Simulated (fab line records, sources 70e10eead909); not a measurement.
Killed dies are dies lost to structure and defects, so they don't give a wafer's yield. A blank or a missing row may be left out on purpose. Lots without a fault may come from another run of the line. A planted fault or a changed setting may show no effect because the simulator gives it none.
Chamber matching | flow nand_harc | NHARC_P_STI_ETCH_42 on rie_diel-05: 4 sister chambers
The step etches the open film in N2/H2, target depth 80 nm, overetch 24 nm, time 61 s. 4 wafers are shown with their chamber, then 7 later ones without.

WAFERS WITH THEIR CHAMBER
wafer  | chamber | showerhead_plenum_p_Torr (Torr)
L085.5 | 3       | 2.06
L085.6 | 2       | 2.15
L089.2 | 0       | 2.01
L089.4 | 1       | 1.93

WAFERS WITHOUT THEIR CHAMBER
wafer  | showerhead_plenum_p_Torr (Torr)
L089.6 | 2.06
L094.2 | 1.93
L094.5 | 2.06
L094.6 | 2.00
L095.1 | 1.93
L095.2 | 2.00
L095.6 | 2.15

WHICH CHAMBER EACH WENT THROUGH
wafer  | from the rows above | in truth
L089.6 | 3                   | 3
L094.2 | 1                   | 1
L094.5 | 3                   | 3
L094.6 | 0                   | 0
L095.1 | 1                   | 1
L095.2 | 0                   | 0
L095.6 | 2                   | 2
Placed correctly: 7 of 7. Can't be placed from these rows: 0. Placed wrongly: 0.
How it was worked out, from the rows above alone: a wafer's distance from a chamber is the root of the sum, over the readings, of the square of ((its reading less the chamber's mean) divided by the reading's scatter). The wafer belongs to the nearest chamber; if the next one is less than 2 further off, it can't be placed. A chamber's mean is the mean of its shown wafers. The scatter: with one shown wafer a chamber, the root of the mean of the squares of how far each hidden wafer lies from its nearest shown one.
